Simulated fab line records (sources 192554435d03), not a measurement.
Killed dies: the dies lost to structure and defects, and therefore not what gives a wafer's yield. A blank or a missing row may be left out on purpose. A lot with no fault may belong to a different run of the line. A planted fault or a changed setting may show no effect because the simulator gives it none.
Chamber matching + flow n5-finfet + N5_FIN_CUT_CUT_ETCH_15 on rie-si-05: 4 sister chambers
The step etches Si in HBr/Cl2/O2, target depth 100 nm, bt time 10 s, time 42.4 s. 4 wafers are shown with their chamber, then 11 later ones without.

== WAFERS, EACH WITH ITS CHAMBER ==
| wafer  | chamber | drypump-motor-current-A (A) |
|--------|---------|-----------------------------|
| L086.6 | 1       | 6.2                         |
| L088.1 | 0       | 5.2                         |
| L088.5 | 2       | 6.4                         |
| L089.1 | 3       | 5.9                         |

== WAFERS WHOSE CHAMBER IS MISSING ==
| wafer  | drypump-motor-current-A (A) |
|--------|-----------------------------|
| L089.4 | 6.3                         |
| L089.6 | 6.4                         |
| L092.1 | 5.3                         |
| L092.2 | 5.8                         |
| L092.5 | 5.3                         |
| L094.2 | 6.1                         |
| L094.3 | 6.4                         |
| L094.6 | 6.2                         |
| L096.4 | 5.8                         |
| L096.5 | 6.1                         |
| L096.6 | 6.4                         |

== WHICH CHAMBER EACH ONE RAN IN ==
| wafer  | from the rows above     | in truth |
|--------|-------------------------|----------|
| L089.4 | can't be placed: 1 or 2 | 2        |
| L089.6 | 2                       | 2        |
| L092.1 | 0                       | 0        |
| L092.2 | 3                       | 3        |
| L092.5 | 0                       | 0        |
| L094.2 | can't be placed: 1 or 3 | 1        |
| L094.3 | 2                       | 2        |
| L094.6 | 1                       | 1        |
| L096.4 | 3                       | 3        |
| L096.5 | can't be placed: 1 or 3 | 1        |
| L096.6 | 2                       | 2        |
Correct placement for 8 of the 11. Cannot be placed on the basis of these rows: 3; the candidates contain the true chamber in 3. Wrongly placed: 0.
How it was worked out, from the rows above alone: a wafer's distance from a chamber is the root of the sum, over the readings, of the square of ((its reading less the chamber's mean) divided by the reading's scatter). The wafer belongs to the nearest chamber; if the next one is less than 2 further off, it can't be placed. Each chamber's mean is taken over the wafers shown for it. The scatter (one wafer shown for each chamber): square how far every hidden wafer sits from the nearest shown wafer, average those squares and take the square root.
